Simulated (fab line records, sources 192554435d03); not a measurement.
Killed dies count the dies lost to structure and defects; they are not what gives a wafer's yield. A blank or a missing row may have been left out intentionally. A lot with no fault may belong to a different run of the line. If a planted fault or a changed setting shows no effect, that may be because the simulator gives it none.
fab line records	flow n5Finfet
[record] lots = 11	wafers = 33	lastDay = 18
route steps=1938 shown BEOL_M9@1469 BEOL_M10@1471
lots that met no fault: from a run of the same line without faults
startH: the number of hours between the record's first day and the start of the first shown wafer of the lot	waitH: hours elapsed since this lot's preceding step	" same as the row above	L1.1+2: a row that stands for several wafers	- no value, or no start was given	* or withheld: withheld	< > ~ a bound
route shown NAME@n: names a module that has steps shown in the file, with the first one's number in the route	usual: mean/standard deviation taken from wafers without a fault	same: alike in all rows	chamber/n: place in a boat	sites: readings site by site	_std_site: how widely they spread, as a standard deviation	_edge_site: mean of outer sites minus mean of inner sites	radiusMm: for every site, how far away it sits from the centre of the wafer	mask NAME#n: copy n	behind: the tool/chamber that last shaped the wafer	hold: what put the lot on hold/how long, in hours/how the hold closed	device: the transistor (n, p or np) that didn't switch	end of line: the route-end tests of the same wafers	a step with no rows: only its recipe	killed: dies that structure and defects cost at the first sort, which is not the same as the wafer's yield	map: a wafer's dies, x killed, . not, _ none there
set.NAME: the setting the step ran with; set.NAME@STEP: the setting that earlier step ran with	model.NAME: the simulator's own value behind a step, which no gauge read
the route's steps for a sample of lots (tables are steps, rows are wafers)
services: when a tool's chamber went out of use (startH, in hours from the record's first day, below 0 if earlier), for how many hours, and the reason
[[steps]]
[step N5_BEOL_M9_INSPECT_58]
[recipe] inspectInstrument = darkfield	mode = postDep
[usual] rawDefectCount = 74/29
lot.wafer	tool	chamber	startH	waitH	rawDefectCount
L818.2	defectInspect-01	-	206.66	0.0	45
L818.4	"	-	"	"	36
L818.6	"	-	"	"	50
L817.3	defectInspect-01	-	207.11	0.0	76
L817.5	"	-	"	"	108
L817.6	"	-	"	"	90
L820.1	defectInspect-02	-	230.77	0.0	70
L820.4	"	-	"	"	61
L820.6	"	-	"	"	49
L821.1	defectInspect-02	-	231.07	0.0	95
L821.5	"	-	"	"	52
L821.6	"	-	"	"	70
L828.1	defectInspect-02	-	291.69	0.0	47
L828.2	"	-	"	"	82
L828.5	"	-	"	"	75
L832.1	defectInspect-01	-	314.35	0.0	79
L832.5	"	-	"	"	53
L832.6	"	-	"	"	73
L834.1	defectInspect-02	-	325.01	0.0	106
L834.5	"	-	"	"	40
L834.6	"	-	"	"	87
L837.2	defectInspect-01	-	347.63	0.0	37
L837.4	"	-	"	"	48
L837.5	"	-	"	"	37
L838.3	defectInspect-02	-	359.76	0.0	138
L838.5	"	-	"	"	99
L838.6	"	-	"	"	106
L839.1	defectInspect-02	-	364.87	0.0	84
L839.4	"	-	"	"	50
L839.5	"	-	"	"	44
L840.1	defectInspect-01	-	380.07	0.0	92
L840.5	"	-	"	"	31
L840.6	"	-	"	"	73
[step N5_BEOL_M10_CURE_71]
[recipe] tempC = 385	timeS = 240	ambient = He/Ar	material = SiCOH_lowk
[usual] lampPowerPct = 52.32/0.052	wafer_temp_C_max = 386.9/0.54
lot.wafer	tool	chamber	startH	waitH	lampPowerPct	wafer_temp_C_max
L818.2	uvCure-03	0	206.88	0.2	52.36	386.0
L818.4	"	0	"	"	52.31	385.9
L818.6	"	0	"	"	52.29	386.0
L817.3	uvCure-01	1	207.41	0.2	52.24	388.1
L817.5	"	1	"	"	52.29	388.4
L817.6	"	1	"	"	52.25	386.9
L820.1	uvCure-03	2	230.89	0.0	52.30	387.6
L820.4	"	2	"	"	52.34	386.8
L820.6	"	2	"	"	52.28	386.7
L821.1	uvCure-02	1	231.21	0.1	52.24	386.3
L821.5	"	1	"	"	52.32	386.6
L821.6	"	1	"	"	52.45	387.2
L828.1	uvCure-01	1	291.80	0.0	52.31	386.9
L828.2	"	1	"	"	52.29	386.4
L828.5	"	1	"	"	52.28	387.3
L832.1	uvCure-01	0	314.46	0.0	52.29	387.2
L832.5	"	0	"	"	52.33	387.4
L832.6	"	0	"	"	52.35	386.3
L834.1	uvCure-01	0	325.18	0.1	52.34	387.9
L834.5	"	0	"	"	52.37	387.3
L834.6	"	0	"	"	52.41	387.2
L837.2	uvCure-02	2	348.26	0.6	52.34	387.4
L837.4	"	2	"	"	52.32	386.8
L837.5	"	2	"	"	52.34	387.2
L838.3	uvCure-02	0	360.04	0.2	52.18	386.8
L838.5	"	0	"	"	52.36	387.2
L838.6	"	0	"	"	52.38	386.9
L839.1	uvCure-02	1	364.98	0.0	52.25	386.5
L839.4	"	1	"	"	52.27	387.0
L839.5	"	1	"	"	52.37	387.0
L840.1	uvCure-03	1	380.19	0.0	52.33	386.7
L840.5	"	1	"	"	52.27	386.0
L840.6	"	1	"	"	52.35	386.2
[step N5_BEOL_M10_ETCH_61]
[recipe] chemistry = CF4	target = SiARC	targetDepthA = 390	maskMaterial = CAR-ArF	timeS = 65	ionEnergyEv = 80	pressureMtorr = 40	sourceW = 545	biasW = 36	Ar_flow_sccm = 100	cf4FlowSccm = 100	ends = cleared
[usual] chamberPressureMTorr = 40.00/0.042	drypumpMotorCurrentA = 5.8/0.42	etchRfOnTimeS = 64.7/1.9	oesProductAu = 0.70/0.087	rfVppV = 183.9/1.2	showerheadPlenumPTorr = 2.13/0.086	throttleValvePct = 15.49/0.21
lot.wafer	tool	chamber	startH	waitH	chamberPressureMTorr	drypumpMotorCurrentA	etchRfOnTimeS	oesProductAu	rfHoursCounterH	rfVppV	showerheadPlenumPTorr	throttleValvePct
L818.2	rieDiel-04	2	209.41	0.0	40.03	5.8	65.5	0.61	190	185.9	2.20	15.73
L818.4	"	2	"	"	40.03	5.8	65.7	0.61	-	183.6	2.20	15.73
L818.6	"	3	"	"	39.95	5.3	64.0	0.74	-	184.0	2.09	15.17
L817.3	rieDiel-06	1	209.42	0.0	40.05	6.0	63.5	0.59	248	183.8	2.10	16.02
L817.5	"	2	"	"	40.02	5.5	66.8	0.60	-	182.5	2.02	15.71
L817.6	"	3	"	"	40.03	6.5	60.6	0.76	-	183.4	2.06	15.36
L820.1	rieDiel-05	1	232.87	0.0	39.95	6.1	63.1	0.72	66	183.6	2.09	15.28
L820.4	"	3	"	"	39.99	5.6	64.4	0.86	1	185.1	2.12	15.45
L820.6	"	3	"	"	40.07	5.6	64.4	0.86	-	185.6	2.12	15.46
L821.1	rieDiel-04	0	235.05	0.0	40.01	5.6	66.7	0.82	5	184.7	2.29	15.13
L821.5	"	2	"	"	39.98	5.7	66.6	0.60	-	184.9	2.20	15.76
L821.6	"	3	"	"	40.07	5.3	64.6	0.73	-	183.8	2.08	15.20
L828.1	rieDiel-05	3	293.27	0.0	40.05	5.6	64.6	0.79	22	183.8	2.11	15.49
L828.2	"	1	"	"	40.01	6.1	62.9	0.69	87	183.5	2.08	15.35
L828.5	"	1	"	"	40.01	6.1	63.0	0.70	-	183.7	2.08	15.33
L832.1	rieDiel-06	3	318.43	0.0	39.89	6.4	61.5	0.70	106	181.3	2.04	15.45
L832.5	"	1	"	"	39.98	6.0	61.5	0.80	-	182.2	2.09	15.56
L832.6	"	0	"	"	39.92	6.7	64.9	0.76	-	181.7	2.11	15.59
L834.1	rieDiel-05	0	329.93	0.0	40.02	5.7	64.5	0.73	41	185.3	2.27	15.44
L834.5	"	3	"	"	40.01	5.6	65.2	0.76	-	182.7	2.11	15.53
L834.6	"	2	"	"	40.08	5.1	65.7	0.79	-	184.7	2.22	15.22
L837.2	rieDiel-04	0	350.25	0.0	40.01	5.6	65.3	0.75	47	187.0	2.27	15.24
L837.4	"	0	"	"	39.97	5.6	65.3	0.74	-	185.2	2.27	15.24
L837.5	"	1	"	"	39.97	5.2	67.2	0.57	-	182.5	2.03	15.51
L838.3	rieDiel-04	0	362.19	0.0	40.07	5.7	65.4	0.74	53	186.2	2.27	15.25
L838.5	"	0	"	"	39.99	5.6	65.6	0.73	-	186.1	2.27	15.23
L838.6	"	3	"	"	39.90	5.4	64.0	0.69	-	183.5	2.07	15.27
L839.1	rieDiel-05	3	368.65	0.0	40.01	5.6	64.8	0.76	45	182.1	2.10	15.56
L839.4	"	2	"	"	39.96	5.1	66.7	0.78	14	184.4	2.21	15.24
L839.5	"	2	"	"	39.95	5.1	66.3	0.77	-	185.2	2.21	15.24
L840.1	rieDiel-05	1	381.56	0.0	39.97	6.1	64.1	0.67	114	184.2	2.07	15.37
L840.5	"	1	"	"	40.01	6.0	64.3	0.67	-	182.3	2.07	15.37
L840.6	"	0	"	"	40.03	5.7	65.4	0.71	-	186.0	2.26	15.45
[step N5_BEOL_M10_COAT_63]
[recipe] resist = SOC	tempC = 250	timeS = 60	spinRpm = 1500	resistThkNm = 100
[usual] dispensePressureKPa = 48/4.6	spinSpeedRpm = 1499.9/1.1
lot.wafer	tool	chamber	startH	waitH	dispensePressureKPa	spinSpeedRpm
L817.3	lithoTrack-02	0	211.50	1.5	47	1500.3
L817.5	"	0	"	"	47	1499.6
L817.6	"	0	"	"	47	1500.2
L818.2	lithoTrack-01	0	212.23	2.2	54	1499.5
L818.4	"	0	"	"	54	1500.6
L818.6	"	0	"	"	54	1499.3
L820.1	lithoTrack-01	0	233.65	0.4	54	1499.1
L820.4	"	0	"	"	54	1500.1
L820.6	"	0	"	"	54	1500.1
L821.1	lithoTrack-05	0	235.62	0.0	43	1499.1
L821.5	"	0	"	"	43	1499.6
L821.6	"	0	"	"	43	1499.8
L828.1	lithoTrack-02	0	293.92	0.1	47	1498.6
L828.2	"	0	"	"	47	1498.4
L828.5	"	0	"	"	47	1497.8
L832.1	lithoTrack-02	0	320.08	1.2	47	1464.0
L832.5	"	0	"	"	47	1464.5
L832.6	"	0	"	"	47	1462.5
L834.1	lithoTrack-02	0	331.71	1.3	47	1466.7
L834.5	"	0	"	"	47	1465.9
L834.6	"	0	"	"	47	1464.3
L837.2	lithoTrack-01	0	353.32	2.6	54	1500.5
L837.4	"	0	"	"	54	1500.2
L837.5	"	0	"	"	54	1498.6
L838.3	lithoTrack-01	0	363.30	0.7	54	1500.2
L838.5	"	0	"	"	54	1498.6
L838.6	"	0	"	"	54	1500.3
L839.1	lithoTrack-01	0	370.47	1.2	54	1500.2
L839.4	"	0	"	"	54	1499.4
L839.5	"	0	"	"	54	1500.3
L840.1	lithoTrack-05	0	382.63	0.6	43	1500.1
L840.5	"	0	"	"	43	1499.6
L840.6	"	0	"	"	43	1500.6
[[services]]
tool	chamber	startH	hours	kind
rieDiel-05	1	183.09	9.7	repair
uvCure-03	-	192.98	0.3	repair
rieDiel-05	0	199.06	-	clean
rieDiel-05	0	199.06	-	consumableReplace:focusRing
uvCure-03	-	208.83	2.1	pm
rieDiel-05	3	209.61	4.5	repair
rieDiel-05	0	223.81	5.5	repair
uvCure-01	-	249.66	0.5	repair
uvCure-01	-	250.81	0.8	repair
uvCure-03	-	264.08	1.0	pm
rieDiel-04	-	266.81	2.4	repair
rieDiel-06	-	267.21	0.6	repair
rieDiel-06	-	275.37	4.3	pm
uvCure-01	-	276.86	1.2	repair
uvCure-01	-	292.76	14.6	pm
rieDiel-06	2	294.86	13.9	repair
rieDiel-04	2	302.94	7.1	repair
rieDiel-04	2	310.68	4.4	repair
uvCure-03	-	323.29	7.1	pm
uvCure-01	-	346.62	11.6	repair
rieDiel-04	3	347.13	14.3	repair
rieDiel-06	3	352.68	16.5	repair
uvCure-02	-	366.36	2.2	repair
uvCure-01	-	378.19	13.8	repair
[[key]]
[firstSign] step = N5_BEOL_M10_COAT_63	reading = spinSpeedRpm	direction = down	sigmas = 33	usual = *	struck = *
effect none on later readings
metAt N5_BEOL_M10_COAT_63
struckLots L832,L834
notActingAt N5_BEOL_M9_INSPECT_58,N5_BEOL_M10_CURE_71,N5_BEOL_M10_ETCH_61
onsetBetween 293.92 320.08
[fault] kind = processParameterDrift	tool = lithoTrack-02	chamber = -	onsetH = 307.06	steps = N5_BEOL_M10_COAT_63	channel = spinRpm	offset = *	shape = step	endH = 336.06	actsIn = *	stated = *
